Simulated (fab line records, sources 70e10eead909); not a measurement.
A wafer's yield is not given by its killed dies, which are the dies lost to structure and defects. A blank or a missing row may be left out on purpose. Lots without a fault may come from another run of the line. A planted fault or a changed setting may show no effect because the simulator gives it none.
fab line records -- flow nandHarc
[record] lots = 5, wafers = 15, lastDay = 33
route steps=1302 shown P_GATE@185 END@1302
lots that met no fault: from a run of the same line without faults
startH: the number of hours between the record's first day and the start of the first shown wafer of the lot -- waitH: hours since the lot's step before -- " same as the row above -- L1.1+2: one row covering several wafers at once -- - either no value or no given start -- * or withheld: withheld -- < > ~ a bound
route shown NAME@n: NAME is a module with steps in the file, n the number in the route of the first one -- usual: mean/standard deviation taken from wafers without a fault -- same: alike in all rows -- chamber/n: place in a boat -- sites: the reading at each site -- _std_site: standard deviation across them -- _edge_site: outer sites' mean less inner sites' -- radiusMm: for every site, how far away it sits from the centre of the wafer -- mask NAME#n: copy n -- behind: the most recent tool/chamber to have shaped the wafer -- hold: why the lot was held/for how many hours/how that ended -- device: names the non-switching transistor (n, p or np) -- end of line: the tests these same wafers got at the end of their route -- a step given without rows: its recipe and nothing more -- killed: not the wafer's yield, but the dies lost to structure and defects at the first sort -- map: a wafer's dies, marking killed ones x, the rest . and places with no die _
set.NAME: the setting that was run; set.NAME@STEP: the one run at that earlier step -- model.NAME: the simulator's own value behind a step, which no gauge read
lots seen at some steps along the route; tables by step, rows by wafer
services: when a tool's chamber went out of use (startH, in hours from the record's first day, below 0 if earlier), for how many hours, and the reason
[[steps]]
[step NHARC_P_GATE_CD_MEAS_59]
[recipe] targetCdNm = 720, landingEnergyEv = 500
[usual] cdNm = 720.3/1.4
lot.wafer,tool,chamber,startH,waitH,cdNm
L785.1,cdSem-02,0,116.85,-,720.4
L785.3,cdSem-02,0,116.85,-,722.6
L785.5,cdSem-02,0,116.85,-,720.8
L787.3,cdSem-01,0,141.38,-,721.1
L787.5,cdSem-01,0,141.38,-,720.9
L787.6,cdSem-01,0,141.38,-,721.2
L792.2,cdSem-03,0,190.92,-,718.8
L792.3,cdSem-03,0,190.92,-,719.5
L792.6,cdSem-03,0,190.92,-,719.7
L796.2,cdSem-02,0,234.23,-,718.6
L796.3,cdSem-02,0,234.23,-,720.1
L796.6,cdSem-02,0,234.23,-,717.8
L805.4,cdSem-02,0,323.79,-,720.1
L805.5,cdSem-02,0,323.79,-,721.3
L805.6,cdSem-02,0,323.79,-,721.5
[step NHARC_P_GATE_HARDBAKE_60]
[recipe] tempC = 125, timeS = 80
[step NHARC_P_GATE_DESCUM_61]
[recipe] timeS = 3, o2FlowSccm = 200, arFlowSccm = 0, biasPowerW = 0, chemistry = O2
[usual] chamberPressureMTorr = 60.01/0.057, drypumpMotorCurrentA = 5.8/0.44, mfcArSccm = 0.011/0.013, oesProductAu = 0.999/0.0077, rfVppV = 57.7/0.86, showerheadPlenumPTorr = 1.89/0.053, throttleValvePct = 11.312/0.0093
lot.wafer,tool,chamber,startH,waitH,chamberPressureMTorr,drypumpMotorCurrentA,mfcArSccm,oesProductAu,rfHoursCounterH,rfVppV,showerheadPlenumPTorr,throttleValvePct
L785.1,rieDiel-02,1,117.03,-,60.03,5.6,0.026,0.992,6,55.5,1.82,11.310
L785.3,rieDiel-02,2,117.03,-,59.98,5.8,0.036,0.996,5,57.5,1.80,11.316
L785.5,rieDiel-02,0,117.03,-,59.91,6.3,0,0.986,-,56.8,1.90,11.311
L787.3,rieDiel-06,1,141.53,-,59.95,5.7,0,0.987,0,58.6,1.87,11.309
L787.6,rieDiel-06,1,141.53,-,59.98,5.8,0,0.997,-,56.4,1.87,11.306
L787.5,rieDiel-06,2,141.53,-,60.02,6.4,0,0.993,-,58.0,1.85,11.326
L792.2,rieDiel-02,3,191.09,-,59.95,5.6,0,0.998,9,58.3,1.89,11.311
L792.3,rieDiel-02,1,191.09,-,60.01,5.6,0.026,0.984,10,56.0,1.81,11.315
L792.6,rieDiel-02,3,191.09,-,59.97,5.6,0,0.987,-,58.7,1.89,11.320
L796.3,rieDiel-06,1,234.41,-,60.05,5.8,0,0.987,4,58.2,1.87,11.306
L796.2,rieDiel-06,2,234.41,-,59.98,6.4,0,0.995,4,57.1,1.85,11.334
L796.6,rieDiel-06,0,234.41,-,59.89,5.4,0.023,1.011,-,57.4,1.95,11.290
L805.4,rieDiel-02,3,323.98,-,60.00,5.7,0,0.998,4,57.3,1.89,11.310
L805.6,rieDiel-02,0,323.98,-,60.00,6.4,0,0.981,-,57.6,1.89,11.307
L805.5,rieDiel-02,1,323.98,-,59.99,5.6,0.026,0.981,-,58.6,1.81,11.309
[step NHARC_P_GATE_IMPLANT_62]
[recipe] energyKev = 20, doseCm2 = 3e+15, tiltDeg = 7
[step NHARC_P_GATE_STRIP_112]
[recipe] powerW = 1500, tempC = 110, timeS = 200, chemistry = N2/H2
[usual] drypumpMotorCurrentA = 5.7/0.56, heaterPowerW = 83/4
lot.wafer,tool,chamber,startH,waitH,drypumpMotorCurrentA,heaterPowerW,rfHoursCounterH
L785.1,plasmaAsher-01,1,117.42,0.2,6.2,84,26
L785.3,plasmaAsher-01,0,117.42,0.2,6.2,77,-
L785.5,plasmaAsher-01,1,117.42,0.2,6.2,84,-
L787.3,plasmaAsher-01,1,141.99,0.2,6.2,84,-
L787.5,plasmaAsher-01,1,141.99,0.2,6.2,83,-
L787.6,plasmaAsher-01,0,141.99,0.2,6.2,77,-
L792.2,plasmaAsher-02,0,191.50,0.2,5.4,84,23
L792.3,plasmaAsher-02,1,191.50,0.2,4.9,90,-
L792.6,plasmaAsher-02,0,191.50,0.2,5.4,83,-
L796.2,plasmaAsher-01,0,234.80,0.2,6.2,82,12
L796.3,plasmaAsher-01,0,234.80,0.2,6.2,82,-
L796.6,plasmaAsher-01,0,234.80,0.2,6.2,80,-
L805.4,plasmaAsher-02,0,324.44,0.2,5.4,77,-
L805.6,plasmaAsher-02,1,324.44,0.2,4.9,86,-
L805.5,plasmaAsher-02,0,324.44,0.2,5.4,77,-
[step NHARC_P_GATE_STRIP_76]
[recipe] powerW = 1500, tempC = 250, chemistry = O2
[usual] drypumpMotorCurrentA = 5.7/0.55, heaterPowerW = 312/16
lot.wafer,tool,chamber,startH,waitH,drypumpMotorCurrentA,heaterPowerW,rfHoursCounterH
L785.1,plasmaAsher-01,1,117.65,0.2,6.2,309,27
L785.3,plasmaAsher-01,0,117.65,0.2,6.2,279,-
L785.5,plasmaAsher-01,1,117.65,0.2,6.2,311,-
L787.3,plasmaAsher-01,1,142.19,0.2,6.2,310,-
L787.5,plasmaAsher-01,1,142.19,0.2,6.2,310,-
L787.6,plasmaAsher-01,0,142.19,0.2,6.2,280,-
L792.2,plasmaAsher-02,0,191.72,0.2,5.4,305,24
L792.3,plasmaAsher-02,1,191.72,0.2,4.9,331,-
L792.6,plasmaAsher-02,0,191.72,0.2,5.4,313,-
L796.2,plasmaAsher-01,0,235.03,0.2,6.2,295,13
L796.3,plasmaAsher-01,0,235.03,0.2,6.2,311,-
L796.6,plasmaAsher-01,0,235.03,0.2,6.2,299,-
L805.4,plasmaAsher-02,0,324.61,0.1,5.4,296,-
L805.6,plasmaAsher-02,1,324.61,0.1,4.9,323,-
L805.5,plasmaAsher-02,0,324.61,0.1,5.4,290,-
[step NHARC_P_GATE_STRIP_63]
[recipe] timeS = 900, tempC = 130, chemistry = SPM
[step NHARC_P_GATE_DEHYDRATE_83]
[recipe] tempC = 150, timeS = 120
[step NHARC_P_GATE_HMDS_84]
[recipe] timeS = 30
[step NHARC_P_GATE_COAT_85]
[recipe] spinRpm = 3000
[step NHARC_P_GATE_SOFTBAKE_86]
[recipe] tempC = 122, timeS = 95
[step NHARC_P_GATE_EBR_87]
[step NHARC_P_GATE_EXPOSE_88]
[recipe] na = 0.6, targetCdNm = 2000, doseMj = 11.87, maskId = P_HVN
[usual] stageVelMmS = 499.98/0.24
lot.wafer,tool,chamber,startH,waitH,mask,stageVelMmS
L785.1,krfScanner-01,0,118.40,-,P_HVN#0,500.04
L785.3,krfScanner-01,0,118.40,-,P_HVN#0,500.14
L785.5,krfScanner-01,0,118.40,-,P_HVN#0,499.89
L787.3,krfScanner-02,0,142.95,-,P_HVN#0,500.06
L787.5,krfScanner-02,0,142.95,-,P_HVN#0,499.83
L787.6,krfScanner-02,0,142.95,-,P_HVN#0,499.76
L792.2,krfScanner-02,0,192.48,-,P_HVN_R1#0,500.05
L792.3,krfScanner-02,0,192.48,-,P_HVN_R1#0,500.10
L792.6,krfScanner-02,0,192.48,-,P_HVN_R1#0,499.88
L796.2,krfScanner-01,0,235.83,-,P_HVN#0,499.80
L796.3,krfScanner-01,0,235.83,-,P_HVN#0,500.28
L796.6,krfScanner-01,0,235.83,-,P_HVN#0,500.29
L805.4,krfScanner-04,0,325.22,-,P_HVN#0,499.97
L805.5,krfScanner-04,0,325.22,-,P_HVN#0,499.98
L805.6,krfScanner-04,0,325.22,-,P_HVN#0,499.80
[step NHARC_P_GATE_PEB_89]
[recipe] pebTempC = 118, pebTimeS = 85
[step NHARC_P_GATE_DEVELOP_90]
[recipe] timeS = 70
[step NHARC_P_GATE_CD_MEAS_91]
[recipe] targetCdNm = 2000, landingEnergyEv = 500
[usual] cdNm = 1999.4/1.6
lot.wafer,tool,chamber,startH,waitH,cdNm
L785.1,cdSem-03,0,118.56,-,2000.4
L785.3,cdSem-03,0,118.56,-,1998.4
L785.5,cdSem-03,0,118.56,-,1997.9
L787.3,cdSem-03,0,143.10,-,2001.3
L787.5,cdSem-03,0,143.10,-,2000.0
L787.6,cdSem-03,0,143.10,-,1998.9
L792.2,cdSem-03,0,192.64,-,1963.6
L792.3,cdSem-03,0,192.64,-,1965.7
L792.6,cdSem-03,0,192.64,-,1965.2
L796.2,cdSem-01,0,235.99,-,1998.5
L796.3,cdSem-01,0,235.99,-,1997.7
L796.6,cdSem-01,0,235.99,-,1997.4
L805.4,cdSem-02,0,325.37,-,2001.3
L805.5,cdSem-02,0,325.37,-,2000.2
L805.6,cdSem-02,0,325.37,-,2001.2
[step NHARC_P_GATE_HARDBAKE_92]
[recipe] tempC = 125, timeS = 80
[step NHARC_P_GATE_DESCUM_93]
[recipe] timeS = 3, o2FlowSccm = 200, arFlowSccm = 0, biasPowerW = 0, chemistry = O2
[usual] chamberPressureMTorr = 60.00/0.054, drypumpMotorCurrentA = 5.8/0.51, mfcArSccm = 0.008/0.012, oesProductAu = 0.998/0.008, rfVppV = 57.8/0.83, showerheadPlenumPTorr = 1.90/0.061, throttleValvePct = 11.311/0.0082
lot.wafer,tool,chamber,startH,waitH,chamberPressureMTorr,drypumpMotorCurrentA,mfcArSccm,oesProductAu,rfHoursCounterH,rfVppV,showerheadPlenumPTorr,throttleValvePct,model.P_GATE.cdNm
L785.1,rieDiel-02,0,118.72,-,59.99,6.4,0,0.984,6.5,56.6,1.90,11.317,2000
L785.3,rieDiel-02,2,118.72,-,60.07,5.8,0.036,0.991,4.5,57.2,1.80,11.300,1998
L785.5,rieDiel-02,1,118.72,-,59.90,5.7,0.026,0.992,-,57.6,1.82,11.309,1998
L787.3,rieDiel-11,3,143.25,-,59.99,4.7,0,0.997,1.2,57.3,1.94,11.310,2001
L787.6,rieDiel-11,3,143.25,-,60.05,4.7,0,0.990,-,57.9,1.94,11.304,1998
L787.5,rieDiel-11,0,143.25,-,60.00,6.4,0.006,0.992,-,59.4,2.00,11.327,2000
L792.3,rieDiel-02,1,192.81,-,60.04,5.6,0.026,0.988,9.9,57.9,1.81,11.308,1966
L792.2,rieDiel-02,3,192.81,-,60.02,5.6,0,0.990,9.2,58.0,1.89,11.304,1964
L792.6,rieDiel-02,1,192.81,-,60.08,5.6,0.026,0.991,-,57.4,1.81,11.307,1965
L796.3,rieDiel-06,2,236.14,-,59.98,6.4,0,0.998,3.9,56.9,1.85,11.318,1998
L796.2,rieDiel-06,1,236.14,-,59.93,5.8,0,0.994,4.3,57.7,1.87,11.322,1998
L796.6,rieDiel-06,2,236.14,-,60.04,6.4,0,1.001,-,56.9,1.85,11.301,1998
L805.4,rieDiel-11,2,325.54,-,59.99,6.0,0,0.998,2.8,56.5,1.89,11.311,2001
L805.5,rieDiel-11,1,325.54,-,60.01,5.7,0.001,1.008,-,58.7,1.87,11.319,2001
L805.6,rieDiel-11,2,325.54,-,60.04,6.1,0,1.005,-,58.9,1.89,11.306,2001
[step NHARC_P_GATE_IMPLANT_94]
[recipe] energyKev = 60, doseCm2 = 2e+15, tiltDeg = 7
[step NHARC_END_SORT_01]
[recipe] tempC = 25
[usual] killedAtArray = 51/16, killedAtOther = 0.6/0.88, killedAtPeriphery = 4.0/2.6, killedDies = 55/16, killedOpen = 3.5/1.9, killedShort = 2.3/1.6
[same] grossDies = 677
lot.wafer,tool,chamber,startH,waitH,killedAtArray,killedAtOther,killedAtPeriphery,killedDies,killedOpen,killedShort
L785.1,prober-01,0,577.60,2.5,65,1,7,73,3,3
L785.3,prober-01,0,579.21,3.1,65,0,2,67,2,1
L785.5,prober-01,0,580.81,3.7,53,0,3,56,3,5
L792.2,prober-02,0,697.39,2.8,71,0,0,71,5,2
L792.3,prober-02,0,698.20,3.1,70,0,4,74,2,2
L792.6,prober-02,0,700.61,4.0,85,0,5,90,4,4
L796.2,prober-02,0,713.13,2.8,30,0,8,38,3,4
L796.3,prober-02,0,713.92,3.1,40,0,7,47,7,1
L796.6,prober-02,0,716.29,4.0,41,0,6,47,1,2
// killed by level:class
L785.1 A_CHANNEL_HOLE_D2:chamberFilmFlake=31 A_SLIT:chamberFilmFlake=20 A_CONTACT:chamberFilmFlake=5 P_ZERO_WELL:chamberFilmFlake=4 A_DECK1_JOINT:chamberFilmFlake=2 A_BLC:chamberFilmFlake=2 P_GATE:geometricParticle:open=1 P_CONTACT:geometricParticle:short=1
L785.3 A_CHANNEL_HOLE_D2:chamberFilmFlake=28 A_SLIT:chamberFilmFlake=23 A_CHANNEL_HOLE_D1:chamberFilmFlake=6 A_WL_FILL:chamberFilmFlake=3 P_CONTACT:geometricParticle:open=1 A_WL_FILL:geometricParticle:short=1 A_BLC:geometricParticle:open=1 P_ZERO_WELL:chamberFilmFlake=1
L785.5 A_SLIT:chamberFilmFlake=20 A_CHANNEL_HOLE_D2:chamberFilmFlake=16 A_CHANNEL_HOLE_D1:chamberFilmFlake=5 P_M0:geometricParticle:open=2 A_CHANNEL_FILL_D2:geometricParticle:short=2 A_ZERO_WELL:chamberFilmFlake=2 A_BLC:chamberFilmFlake=2 A_ONON_D1:geometricParticle:short=1
L792.2 A_CHANNEL_HOLE_D1:chamberFilmFlake=26 A_SLIT:chamberFilmFlake=21 A_STAIRCASE:chamberFilmFlake=7 A_CHANNEL_HOLE_D2:chamberFilmFlake=5 A_CHANNEL_FILL_D1:geometricParticle:short=1 A_CHANNEL_FILL_D1:geometricParticle:open=1 A_DECK1_JOINT:geometricParticle:open=1 A_ONON_D2:geometricParticle:open=1
L792.3 A_SLIT:chamberFilmFlake=33 A_CHANNEL_HOLE_D1:chamberFilmFlake=22 A_CHANNEL_HOLE_D2:chamberFilmFlake=4 A_STAIRCASE:chamberFilmFlake=3 A_CONTACT:chamberFilmFlake=3 P_ZERO_WELL:chamberFilmFlake=2 A_WL_FILL:chamberFilmFlake=2 P_CONTACT:geometricParticle:open=1
L792.6 A_CHANNEL_HOLE_D1:chamberFilmFlake=27 A_SLIT:chamberFilmFlake=20 A_CHANNEL_HOLE_D2:chamberFilmFlake=10 A_STAIRCASE:chamberFilmFlake=9 A_DECK1_JOINT:chamberFilmFlake=3 A_SGD_CUT:chamberFilmFlake=3 A_CONTACT:chamberFilmFlake=3 P_ZERO_WELL:chamberFilmFlake=2
L796.2 A_CHANNEL_HOLE_D2:chamberFilmFlake=16 A_ZERO_WELL:chamberFilmFlake=3 A_CHANNEL_HOLE_D1:chamberFilmFlake=3 A_CHANNEL_HOLE_D2:geometricParticle:open=2 P_M2:chamberFilmFlake=2 P_BONDPAD:chamberFilmFlake=2 A_SLIT:chamberFilmFlake=2 P_CONTACT:geometricParticle:short=1
L796.3 A_CHANNEL_HOLE_D2:chamberFilmFlake=18 A_CHANNEL_HOLE_D1:chamberFilmFlake=5 A_CONTACT:chamberFilmFlake=4 P_M2:chamberFilmFlake=3 A_WL_FILL:geometricParticle:open=2 A_CONTACT:geometricParticle:open=2 P_M0:chamberFilmFlake=2 A_ZERO_WELL:chamberFilmFlake=2
L796.6 A_CHANNEL_HOLE_D2:chamberFilmFlake=17 A_CHANNEL_HOLE_D1:chamberFilmFlake=7 A_SLIT:chamberFilmFlake=5 A_CONTACT:chamberFilmFlake=5 A_CHANNEL_FILL_D1:chamberFilmFlake=3 P_M2:chamberFilmFlake=2 P_GATE:geometricParticle:open=1 P_CONTACT:geometricParticle:short=1
[[services]]
tool,chamber,startH,hours,kind
plasmaAsher-01,-,94.07,1.4,repair
krfScanner-02,-,96.67,4.0,pm
rieDiel-06,0,98.58,15.0,repair
rieDiel-02,2,107.27,8.1,repair
rieDiel-11,0,109.25,5.5,repair
krfScanner-01,-,109.82,0.4,repair
rieDiel-06,-,130.20,9.0,pm
rieDiel-11,3,133.06,6.5,repair
rieDiel-11,-,133.25,0.5,repair
krfScanner-01,-,140.00,4.0,pm
rieDiel-02,3,152.18,4.7,repair
krfScanner-02,-,153.03,3.6,repair
plasmaAsher-01,-,165.20,9.0,pm
rieDiel-02,-,180.23,0.7,repair
rieDiel-02,3,195.65,4.1,repair
rieDiel-02,-,216.70,9.0,pm
plasmaAsher-02,-,235.95,1.5,repair
rieDiel-06,0,238.17,2.2,repair
plasmaAsher-02,-,249.00,9.0,pm
rieDiel-06,-,280.95,0.7,repair
rieDiel-06,3,291.55,16.6,repair
rieDiel-06,1,301.19,52.1,repair
rieDiel-06,-,307.20,9.0,pm
rieDiel-02,-,317.65,0.4,repair
[[key]]
[firstSign] step = NHARC_P_GATE_EXPOSE_88, reading = mask, direction = changed
[effect] step = NHARC_P_GATE_CD_MEAS_91, reading = cdNm, direction = down, sigmas = 21, usual = 1999.4, struck = 1964.8
[modelEffect] step = NHARC_P_GATE_DESCUM_93, value = P_GATE.cdNm, without = 2002, struck = 1965
metAt NHARC_P_GATE_EXPOSE_88
struckWafers L792.2,L792.3,L792.6
testerLeftOut L792
onsetBetween 142.95 192.48
[fault] kind = wrongMask, tool = any, chamber = -, onsetH = 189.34, steps = NHARC_P_GATE_EXPOSE_88, auxCopy = P_HVN_R1#0, cdOffsetNm = -37.307, scope = struckLotsOnly
// testerLeftOut: of these lots the tester's yield and bins aren't shown, on N5 and GAA mostly nor the transistor test; their killed dies are dies lost to structure and defects alone, not to doping, threshold or leakage, so they don't give the yield
